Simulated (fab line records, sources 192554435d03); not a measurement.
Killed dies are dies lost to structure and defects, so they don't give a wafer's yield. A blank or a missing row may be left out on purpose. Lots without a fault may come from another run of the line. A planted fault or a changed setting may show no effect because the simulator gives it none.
fab line records | flow n5_finfet
record lots=14 wafers=40 last_day=16
route steps=1938 shown BEOL_M10@1491
lots that met no fault: from a run of the same line without faults
start_h: hours from the record's first day to the start of the lot's first wafer shown | wait_h: hours since the lot's step before | " the same as in the row above | L1.1+2: a row that stands for several wafers | - no value, or no start given | * or withheld: withheld | < > ~ a bound
route shown NAME@n: a module of which the file shows steps, and the number in the route of the first | usual: mean/standard deviation of fault-free wafers | same: alike in all rows | chamber/n: place in a boat | sites: the reading at each site | _std_site: their standard deviation | _edge_site: outer sites' mean less inner sites' | radius_mm: how far each site lies from the wafer's centre | mask NAME#n: copy n | behind: the tool/chamber that last shaped the wafer | hold: why the lot was held/for how many hours/how that ended | device: the transistor (n, p or np) that didn't switch | end of line: the same wafers' tests at the end of the route | a step without rows: its recipe alone | killed: dies lost to structure and defects at the first sort, not the wafer's yield | map: a wafer's dies, x killed, . not, _ none there
set.NAME: the setting as run; set.NAME@STEP: as run at that earlier step | model.NAME: the simulator's own value behind a step, which no gauge read
steps of the route over a sample of lots; a table a step, a row a wafer
services: from which hour (start_h, from the record's first day; less than 0 if before it) a tool's chamber was out of use, for how many hours, and why
## steps
# step N5_BEOL_M10_HM_OPEN_17
# recipe chemistry=Cl2/BCl3 target_depth_a=200 overetch_a=60 target=TiN mask_material=SOC ion_energy_ev=150 pressure_mtorr=10 icp_w=1000 bias_w=126 Cl2_flow_sccm=53.25 bcl3_flow_sccm=21.75 Ar_flow_sccm=25
# usual chamber_pressure_mTorr=9.998/0.0099 drypump_motor_current_A=6.0/0.49 oes_product_au=0.68/0.033 throttle_valve_pct=22.13/0.2
# columns lot.wafer tool chamber start_h wait_h chamber_pressure_mTorr drypump_motor_current_A oes_product_au rf_hours_counter_h throttle_valve_pct
L177.3 rie_metal-03 0 224.98 0.1 9.998 6.5 0.70 - 22.07
L177.4 " 1 " " 9.993 6.2 0.77 - 22.50
L177.6 " 1 " " 10.006 6.1 0.76 - 22.50
L178.2 rie_metal-02 0 233.12 0.0 9.985 6.4 0.64 46 21.93
L178.5 " 0 " " 9.992 6.4 0.65 - 21.93
L178.6 " 1 " " 10.013 5.2 0.69 - 22.14
L182.2 rie_metal-02 1 254.87 0.0 10.011 5.2 0.69 34 22.15
L182.5 " 0 " " 10.000 6.4 0.64 - 21.92
L182.6 " 1 " " 10.023 5.2 0.69 - 22.14
L184.3 rie_metal-02 0 270.32 0.1 9.993 6.3 0.65 - 21.92
L184.4 " 1 " " 10.003 5.2 0.70 - 22.13
L185.3 rie_metal-02 0 277.12 0.1 10.001 6.4 0.64 - 21.92
L185.4 " 1 " " 9.996 5.2 0.69 - 22.14
L185.6 " 0 " " 9.996 6.4 0.64 - 21.91
L187.2 rie_metal-03 1 277.64 0.0 10.006 6.2 0.72 11 22.53
L187.3 " 0 " " 9.993 6.5 0.69 - 22.09
L187.5 " 0 " " 9.985 6.5 0.69 - 22.06
L186.2 rie_metal-01 1 283.05 0.0 10.011 5.8 0.65 44 22.18
L186.4 " 1 " " 9.999 5.8 0.65 - 22.16
L186.5 " 1 " " 9.987 5.8 0.65 - 22.15
L188.4 rie_metal-02 0 289.57 0.1 10.000 6.4 0.65 - 21.92
L188.5 " 1 " " 10.001 5.2 0.69 - 22.13
L189.1 rie_metal-01 1 305.38 0.0 9.998 5.8 0.65 45 22.16
L189.3 " 1 " " 10.022 5.8 0.65 - 22.14
L189.5 " 0 " " 9.997 5.8 0.66 - 22.10
L190.1 rie_metal-01 0 308.23 0.0 10.016 5.8 0.65 53 22.07
L190.5 " 0 " " 9.990 5.8 0.65 - 22.10
L190.6 " 1 " " 10.002 5.8 0.65 - 22.15
L192.1 rie_metal-02 0 321.33 0.0 10.000 6.4 0.64 53 21.91
L192.2 " 1 " " 10.008 5.2 0.68 38 22.15
L192.6 " 1 " " 9.993 5.2 0.68 - 22.15
L193.1 rie_metal-03 0 325.66 0.0 10.008 6.5 0.67 35 22.11
L193.3 " 1 " " 9.983 6.2 0.71 - 22.52
L193.4 " 0 " " 10.004 6.5 0.68 - 22.09
L195.1 rie_metal-03 1 331.36 0.0 9.994 6.1 0.71 17 22.52
L195.2 " 0 " " 10.011 6.5 0.67 36 22.09
L195.3 " 1 " " 9.991 6.2 0.71 - 22.54
L196.2 rie_metal-03 0 339.32 0.0 10.006 6.5 0.67 36 22.10
L196.3 " 1 " " 9.992 6.1 0.71 - 22.55
L196.5 " 1 " " 9.994 6.1 0.71 - 22.55
# step N5_BEOL_M10_EXPOSE_25
# recipe mask_id=V9 na=1.35 source_shape=annular sigma_inner=0.5 sigma_outer=0.8 polarization=unpolarized dose_mj=85.5
# usual exposure_dose_mJ_cm2=85.42/0.092 focus_offset_nm=0.0/0.55
# columns lot.wafer tool chamber start_h wait_h mask exposure_dose_mJ_cm2 focus_offset_nm
L177.3 arfi_scanner-01 - 225.31 - V9#0 - -
L177.4 " - " " V9#0 - -
L177.6 " - " " V9#0 - -
L178.2 arfi_scanner-01 - 235.04 - V9#0 - -
L178.5 " - " " V9#0 - -
L178.6 " - " " V9#0 - -
L182.2 arfi_scanner-03 0 255.71 - V9#0 85.55 -0.9
L182.5 " 0 " " V9#0 85.38 -0.1
L182.6 " 0 " " V9#0 85.45 -0.4
L184.3 arfi_scanner-03 0 270.85 - V9#0 85.47 0.8
L184.4 " 0 " " V9#0 85.46 -0.1
L185.3 arfi_scanner-02 0 277.57 - V9#0 85.33 0.0
L185.4 " 0 " " V9#0 85.39 0.6
L185.6 " 0 " " V9#0 85.51 0.4
L187.2 arfi_scanner-01 0 278.50 - V9#0 85.52 -0.4
L187.3 " 0 " " V9#0 85.40 -1.9
L187.5 " 0 " " V9#0 85.48 -1.0
L186.2 arfi_scanner-01 0 283.90 - V9#0 85.26 0.3
L186.4 " 0 " " V9#0 85.31 0.1
L186.5 " 0 " " V9#0 85.25 0.0
L188.4 arfi_scanner-02 0 290.99 - V9#0 85.29 0.6
L188.5 " 0 " " V9#0 85.48 0.1
L189.1 arfi_scanner-03 0 305.90 - V9#0 85.47 0.0
L189.3 " 0 " " V9#0 85.47 -0.8
L189.5 " 0 " " V9#0 85.48 -0.3
L190.1 arfi_scanner-02 0 310.18 - V9#0 85.55 -0.2
L190.5 " 0 " " V9#0 85.38 -1.2
L190.6 " 0 " " V9#0 85.35 -0.3
L192.1 arfi_scanner-02 0 323.73 - V9#0 85.30 0.4
L192.2 " 0 " " V9#0 85.32 0.3
L192.6 " 0 " " V9#0 85.34 -0.6
L193.1 arfi_scanner-03 0 326.12 - V9#0 85.44 1.0
L193.3 " 0 " " V9#0 85.51 0.3
L193.4 " 0 " " V9#0 85.45 0.4
L195.1 arfi_scanner-02 0 332.42 - V9#0 85.48 -0.2
L195.2 " 0 " " V9#0 85.45 -0.9
L195.3 " 0 " " V9#0 85.47 -0.4
L196.2 arfi_scanner-03 0 340.68 - V9#0 85.55 -0.7
L196.3 " 0 " " V9#0 85.47 -0.6
L196.5 " 0 " " V9#0 85.69 -0.4
# step N5_BEOL_M10_CD_MEAS_28
# recipe target_cd_nm=70 landing_energy_ev=500 detector=se_inlens polarity=opening
# usual cd_nm=69.9/1
# same landing_energy_ev=500
# columns lot.wafer tool chamber start_h wait_h cd_nm
L177.3 cd_sem-02 0 225.43 - -
L177.4 " 0 " " -
L177.6 " 0 " " -
L178.2 cd_sem-01 0 235.16 - -
L178.5 " 0 " " -
L178.6 " 0 " " -
L182.2 cd_sem-02 0 255.83 - 68.7
L182.5 " 0 " " 69.3
L182.6 " 0 " " 67.9
L184.3 cd_sem-02 0 270.97 - 70.5
L184.4 " 0 " " 69.3
L185.3 cd_sem-03 0 277.69 - 71.1
L185.4 " 0 " " 70.5
L185.6 " 0 " " 70.9
L187.2 cd_sem-01 0 278.62 - 70.4
L187.3 " 0 " " 70.3
L187.5 " 0 " " 70.8
L186.2 cd_sem-02 0 284.03 - 70.5
L186.4 " 0 " " 72.0
L186.5 " 0 " " 70.1
L188.4 cd_sem-03 0 291.10 - 68.7
L188.5 " 0 " " 69.8
L189.1 cd_sem-01 0 306.03 - 68.9
L189.3 " 0 " " 68.5
L189.5 " 0 " " 68.7
L190.1 cd_sem-01 0 310.31 - 68.3
L190.5 " 0 " " 69.1
L190.6 " 0 " " 69.4
L192.1 cd_sem-01 0 323.86 - 70.1
L192.2 " 0 " " 70.8
L192.6 " 0 " " 70.7
L193.1 cd_sem-01 0 326.26 - 69.8
L193.3 " 0 " " 70.1
L193.4 " 0 " " 69.1
L195.1 cd_sem-02 0 332.55 - 69.9
L195.2 " 0 " " 68.9
L195.3 " 0 " " 71.0
L196.2 cd_sem-02 0 340.80 - 70.8
L196.3 " 0 " " 69.9
L196.5 " 0 " " 69.2
# step N5_BEOL_M10_ETCH_66
# recipe chemistry=N2/H2 target=SOC target_depth_a=1200 overetch_a=240 mask_material=SiARC temp_c=40 time_s=180 ion_energy_ev=200 pressure_mtorr=30 source_w=840 bias_w=150 n2_flow_sccm=200 h2_flow_sccm=200
# usual chamber_pressure_mTorr=29.999/0.026 drypump_motor_current_A=5.7/0.48 oes_product_au=0.61/0.048 rf_vpp_V=524.7/1.7 showerhead_plenum_p_Torr=2.57/0.055 throttle_valve_pct=17.92/0.22
# columns lot.wafer tool chamber start_h wait_h chamber_pressure_mTorr drypump_motor_current_A oes_product_au rf_hours_counter_h rf_vpp_V showerhead_plenum_p_Torr throttle_valve_pct
L177.3 rie_diel-05 2 226.18 0.0 29.965 4.9 0.59 202 526.7 2.63 17.67
L177.4 " 1 " " 29.994 6.2 0.65 102 523.9 2.56 17.98
L177.6 " 3 " " 30.014 5.5 0.65 - 527.3 2.66 17.63
L178.2 rie_diel-05 1 235.33 0.0 30.017 6.2 0.65 105 523.7 2.56 18.00
L178.5 " 0 " " 29.990 5.5 0.60 - 524.5 2.53 17.93
L178.6 " 1 " " 29.961 6.2 0.65 - 525.3 2.56 18.00
L182.2 rie_diel-05 3 256.04 0.0 29.987 5.5 0.64 119 527.0 2.65 17.62
L182.5 " 2 " " 30.016 4.9 0.58 - 526.4 2.63 17.70
L182.6 " 3 " " 30.012 5.5 0.64 - 526.4 2.65 17.65
L184.3 rie_diel-02 2 271.14 0.0 30.010 5.1 0.57 216 524.6 2.51 18.17
L184.4 " 2 " " 29.987 5.1 0.57 - 523.3 2.51 18.18
L185.3 rie_diel-06 3 277.87 0.0 30.002 5.7 0.64 121 522.9 2.55 17.97
L185.4 " 0 " " 30.019 6.4 0.55 238 524.1 2.50 18.31
L185.6 " 1 " " 29.984 5.7 0.55 - 526.5 2.60 17.89
L187.2 rie_diel-06 2 278.80 0.0 29.961 5.5 0.61 154 523.3 2.55 17.83
L187.3 " 3 " " 29.987 5.7 0.64 121 523.7 2.55 17.97
L187.5 " 0 " " 30.001 6.4 0.54 - 522.4 2.50 18.31
L186.2 rie_diel-06 0 284.20 0.0 29.997 6.4 0.55 241 522.3 2.50 18.31
L186.4 " 2 " " 29.979 5.5 0.60 156 523.8 2.54 17.82
L186.5 " 0 " " 30.040 6.4 0.55 - 522.6 2.50 18.32
L188.4 rie_diel-05 0 291.27 0.0 30.013 5.5 0.60 160 525.5 2.53 17.96
L188.5 " 2 " " 30.041 4.9 0.57 - 523.6 2.62 17.69
L189.1 rie_diel-05 0 306.20 0.0 30.003 5.5 0.60 167 524.6 2.52 17.98
L189.3 " 1 " " 29.965 6.2 0.63 135 524.1 2.54 18.04
L189.5 " 2 " " 30.042 4.9 0.57 - 525.2 2.62 17.71
L190.1 rie_diel-05 0 310.48 0.0 29.968 5.5 0.60 169 524.3 2.52 17.97
L190.5 " 1 " " 30.066 6.2 0.63 - 523.3 2.54 18.04
L190.6 " 0 " " 29.961 5.5 0.59 - 523.1 2.52 17.98
L192.1 rie_diel-05 1 324.06 0.0 29.972 6.2 0.63 140 523.7 2.54 18.03
L192.2 " 2 " " 29.960 4.9 0.57 239 525.4 2.62 17.71
L192.6 " 3 " " 30.005 5.4 0.62 - 526.4 2.64 17.67
L193.1 rie_diel-06 1 326.69 0.0 30.033 5.7 0.81 0 524.8 2.60 17.45
L193.3 " 3 " " 30.020 5.7 0.62 142 524.3 2.54 17.99
L193.4 " 1 " " 30.046 5.7 0.80 - 525.4 2.60 17.46
L195.1 rie_diel-05 3 332.72 0.0 30.071 5.5 0.63 143 527.1 2.64 17.68
L195.2 " 2 " " 29.987 4.9 0.56 243 524.9 2.62 17.73
L195.3 " 1 " " 29.973 6.2 0.63 143 523.3 2.54 18.06
L196.2 rie_diel-02 3 340.97 0.0 30.024 5.9 0.58 179 523.2 2.53 18.28
L196.3 " 2 " " 29.971 5.1 0.55 242 522.6 2.50 18.24
L196.5 " 0 " " 30.037 6.5 0.64 - 527.0 2.69 18.06
## services
# columns tool chamber start_h hours kind
rie_diel-06 3 211.16 15.1 repair
arfi_scanner-02 - 213.93 1.0 pm
arfi_scanner-01 - 221.91 1.5 pm
arfi_scanner-03 - 228.56 0.8 pm
rie_diel-06 1 233.21 4.6 repair
arfi_scanner-03 - 240.58 1.3 pm
rie_diel-06 - 242.52 0.3 repair
arfi_scanner-02 - 244.73 0.8 repair
rie_metal-03 - 249.95 2.8 pm
arfi_scanner-02 - 252.80 10.6 repair
arfi_scanner-03 - 264.46 1.0 pm
arfi_scanner-01 - 268.99 0.8 pm
arfi_scanner-02 - 272.26 0.8 pm
arfi_scanner-02 - 274.05 1.3 pm
arfi_scanner-02 - 278.72 1.0 pm
rie_diel-06 0 289.58 6.3 repair
arfi_scanner-01 - 290.70 1.3 pm
rie_metal-02 - 293.03 1.4 pm
arfi_scanner-01 - 294.86 3.8 repair
rie_diel-05 3 300.97 6.5 repair
arfi_scanner-01 - 313.68 0.4 repair
arfi_scanner-03 - 322.40 1.0 pm
arfi_scanner-02 - 338.23 0.4 repair
arfi_scanner-02 - 339.26 0.7 repair
## key
first_sign step=N5_BEOL_M10_EXPOSE_25 reading=tool_record direction=missing
effect none on later readings
met_at N5_BEOL_M10_EXPOSE_25
struck_lots L177,L178
later_rows_left_out L177.3,L177.4,L177.6,L178.2,L178.5,L178.6
sort_left_out L177.3,L177.4,L177.6,L178.2,L178.5,L178.6
not_acting_at N5_BEOL_M10_HM_OPEN_17,N5_BEOL_M10_CD_MEAS_28,N5_BEOL_M10_ETCH_66
earlier_fault kind=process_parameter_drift tool=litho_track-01 chamber=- onset_h=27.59 steps=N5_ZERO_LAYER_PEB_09 channel=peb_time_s offset=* shape=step acts_in=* stated=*
fault kind=skipped_step_whole tool=arfi_scanner-01 chamber=- onset_h=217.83 steps=N5_BEOL_M10_EXPOSE_25 scope=struck_lots_only
# sort_left_out: the simulated sort isn't trusted on such a fault, so these wafers' sort isn't shown, and their yield isn't known
# later_rows_left_out: the simulator's readings of these wafers behind a module that went badly wrong aren't trusted and aren't shown, but for the sort
